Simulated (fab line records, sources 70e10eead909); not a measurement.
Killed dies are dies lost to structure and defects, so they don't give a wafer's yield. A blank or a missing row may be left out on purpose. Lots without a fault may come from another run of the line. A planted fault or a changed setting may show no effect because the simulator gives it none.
Which tool did it? | flow nand_harc | 24 lots, 72 wafers sampled, at 3 steps of a route of 1302

WHAT THE GAUGES READ, wafer by wafer
NHARC_P_CONTACT_INSPECT_14.
lot  | measured     | on                | raw_defect_count
L074 | day 5 23:24  | defect_inspect-01 | 0 5 2
L076 | day 6 13:19  | defect_inspect-02 | 1 3 4
L075 | day 6 14:01  | defect_inspect-02 | 3 3 4
L077 | day 7 01:18  | defect_inspect-02 | 3 2 2
L078 | day 7 14:11  | defect_inspect-01 | 5 4 6
L079 | day 8 00:34  | defect_inspect-01 | 5 5 2
L080 | day 8 08:35  | defect_inspect-01 | 2 5 5
L081 | day 8 23:44  | defect_inspect-01 | 7 5 7
L082 | day 9 00:41  | defect_inspect-01 | 6 0 3
L083 | day 9 14:16  | defect_inspect-01 | 11 4 5
L084 | day 9 23:01  | defect_inspect-01 | 5 7 8
L085 | day 10 12:48 | defect_inspect-01 | 4 3 4
L086 | day 10 16:33 | defect_inspect-02 | 5 1 5
L087 | day 11 05:16 | defect_inspect-02 | 6 5 8
L089 | day 11 23:57 | defect_inspect-01 | 2 1 3
L088 | day 12 04:13 | defect_inspect-02 | 5 5 8
L090 | day 12 12:02 | defect_inspect-02 | 7 2 4
L091 | day 13 00:05 | defect_inspect-01 | 2 5 2
L092 | day 13 13:50 | defect_inspect-02 | 7 7 6
L093 | day 13 18:23 | defect_inspect-01 | 4 3 6
L094 | day 14 05:49 | defect_inspect-01 | 5 5 0
L095 | day 14 11:18 | defect_inspect-01 | 4 7 6
L097 | day 15 08:44 | defect_inspect-01 | 4 2 5
L096 | day 16 10:28 | defect_inspect-01 | 5 4 3

NHARC_P_M1_OVL_MEAS_10: pitch 260 nm.
lot  | measured     | on         | overlay_x_nm (nm) | overlay_y_nm (nm)
L074 | day 6 07:28  | overlay-02 | -0.2 0.6 0.2      | -0.5 -0.7 -1.3
L076 | day 6 21:36  | overlay-01 | 0.5 0.6 1.2       | -0.7 -1.2 -1.1
L075 | day 6 22:20  | overlay-02 | 1.3 0.9 1.1       | -0.6 -0.6 0.2
L077 | day 7 09:21  | overlay-02 | 0.3 1.0 1.0       | 1.9 1.9 1.6
L078 | day 7 22:31  | overlay-01 | -1.5 -1.8 -1.6    | -1.4 -1.9 -1.5
L079 | day 8 08:46  | overlay-01 | -1.4 -1.3 -1.0    | -0.7 -0.9 -0.8
L080 | day 8 16:41  | overlay-02 | 0.2 -0.5 0.2      | 1.2 1.7 1.1
L081 | day 9 08:04  | overlay-01 | 0.7 0.4 0.2       | 0.2 0.0 0.0
L082 | day 9 08:55  | overlay-02 | 2.3 2.0 2.0       | -0.5 -0.5 -0.5
L083 | day 9 22:32  | overlay-02 | 0.4 0.0 0.4       | -0.5 -0.9 -0.5
L084 | day 10 07:22 | overlay-01 | 0.0 -0.5 -0.5     | 0.0 0.2 0.6
L085 | day 10 20:59 | overlay-01 | 0.1 0.4 -0.2      | -2.0 -2.3 -2.4
L086 | day 11 00:37 | overlay-01 | -0.4 0.1 -0.1     | 0.5 -0.2 0.1
L087 | day 11 13:43 | overlay-01 | 0.5 0.7 0.2       | 0.0 0.2 0.5
L089 | day 12 08:08 | overlay-01 | 0.4 0.2 -0.1      | -0.1 -0.2 -0.2
L088 | day 12 13:46 | overlay-02 | 0.8 0.9 0.2       | -0.4 -0.2 -0.6
L090 | day 12 20:18 | overlay-02 | 0.1 -0.1 -0.2     | 1.6 1.5 0.9
L091 | day 13 11:40 | overlay-01 | -0.3 -0.2 -0.7    | 0.2 -0.2 -0.1
L092 | day 13 21:55 | overlay-01 | -0.5 -0.9 -0.2    | 0.3 -0.2 0.2
L093 | day 14 02:34 | overlay-01 | 0.4 0.4 0.1       | 0.2 -0.2 -0.5
L094 | day 14 13:45 | overlay-02 | 1.3 0.7 0.9       | -1.2 -1.7 -0.8
L095 | day 14 19:31 | overlay-02 | 0.1 0.4 -0.1      | 0.7 0.7 1.1
L097 | day 15 17:35 | overlay-01 | 0.0 -0.6 0.2      | -0.8 -1.0 -0.8
L096 | day 16 19:16 | overlay-01 | -0.5 -0.8 -1.2    | 0.1 0.1 0.3

WHICH TOOL RAN EACH LOT (tool, then ch and the chambers of the sampled wafers, then the start)
lot  | NHARC_P_M0_PVD_21
L074 | pvd_sputter-02, day 6 07:28 or earlier
L076 | pvd_sputter-03, day 6 21:36 or earlier
L075 | pvd_sputter-02, day 6 22:20 or earlier
L077 | pvd_sputter-02, day 7 09:21 or earlier
L078 | pvd_sputter-02, day 7 22:31 or earlier
L079 | pvd_sputter-01, day 8 08:46 or earlier
L080 | pvd_sputter-01, day 8 16:41 or earlier
L081 | pvd_sputter-02, day 9 08:04 or earlier
L082 | pvd_sputter-01, day 9 08:55 or earlier
L083 | pvd_sputter-01, day 9 22:32 or earlier
L084 | pvd_sputter-02, day 10 04:40
L085 | pvd_sputter-02, day 10 20:59 or earlier
L086 | pvd_sputter-03, day 11 00:37 or earlier
L087 | pvd_sputter-03, day 11 13:43 or earlier
L089 | pvd_sputter-03, day 12 08:08 or earlier
L088 | pvd_sputter-01, day 12 13:46 or earlier
L090 | pvd_sputter-01, day 12 20:18 or earlier
L091 | pvd_sputter-02, day 13 11:40 or earlier
L092 | pvd_sputter-03, day 13 21:55 or earlier
L093 | pvd_sputter-02, day 14 02:34 or earlier
L094 | pvd_sputter-02, day 14 13:45 or earlier
L095 | pvd_sputter-02, day 14 19:31 or earlier
L097 | pvd_sputter-01, day 15 17:35 or earlier
L096 | pvd_sputter-03, day 16 19:16 or earlier
- NHARC_P_M0_PVD_21: deposits Cu, target thk 30 nm, time 20.49 s.

WHAT THE TOOLS THEMSELVES READ (means of the sampled wafers that have a number; where no wafer has one, the mark that the record gives instead)
NHARC_P_M0_PVD_21.
lot  | tool           | throttle_valve_pct (%)
L074 | pvd_sputter-02 | 30.4
L076 | pvd_sputter-03 | 31.2
L075 | pvd_sputter-02 | 30.5
L077 | pvd_sputter-02 | 30.3
L078 | pvd_sputter-02 | 30.2
L079 | pvd_sputter-01 | 30.0
L080 | pvd_sputter-01 | 28.7
L081 | pvd_sputter-02 | 30.3
L082 | pvd_sputter-01 | 30.7
L083 | pvd_sputter-01 | 28.1
L084 | pvd_sputter-02 | 30.2
L085 | pvd_sputter-02 | 30.2
L086 | pvd_sputter-03 | 32.3
L087 | pvd_sputter-03 | 31.9
L089 | pvd_sputter-03 | 31.3
L088 | pvd_sputter-01 | 29.4
L090 | pvd_sputter-01 | 29.9
L091 | pvd_sputter-02 | 30.5
L092 | pvd_sputter-03 | 32.0
L093 | pvd_sputter-02 | 30.3
L094 | pvd_sputter-02 | 30.8
L095 | pvd_sputter-02 | 30.1
L097 | pvd_sputter-01 | 30.3
L096 | pvd_sputter-03 | 31.8

THE ANSWER, worked out from the rows above alone
Rule: what is usual is taken from the lots themselves. Put in order of their means at a reading, lots are off if they are a third of the lots or fewer, leave a main group of 4 or more, and stand apart from it by a gap of 3 or more times the standard deviation of the main group's means; of several such gaps the widest counts. A main group whose means are all the same, to the digits that the tables above print for the reading, isn't used. A lot without any number at a reading at which 4 lots or more have one is off too. The other lots that the step has rows for count as sound. The gauges are gone through in route order, then the tools' own readings, and for those a lot's mean is taken as printed above. The first step at which some lot is off is used, and at that step the reading that is off furthest; a lot without a number counts as furthest.
No lot is off at any reading shown: from this, nothing can be told.

WHAT THE SIMULATOR HAD PUT IN
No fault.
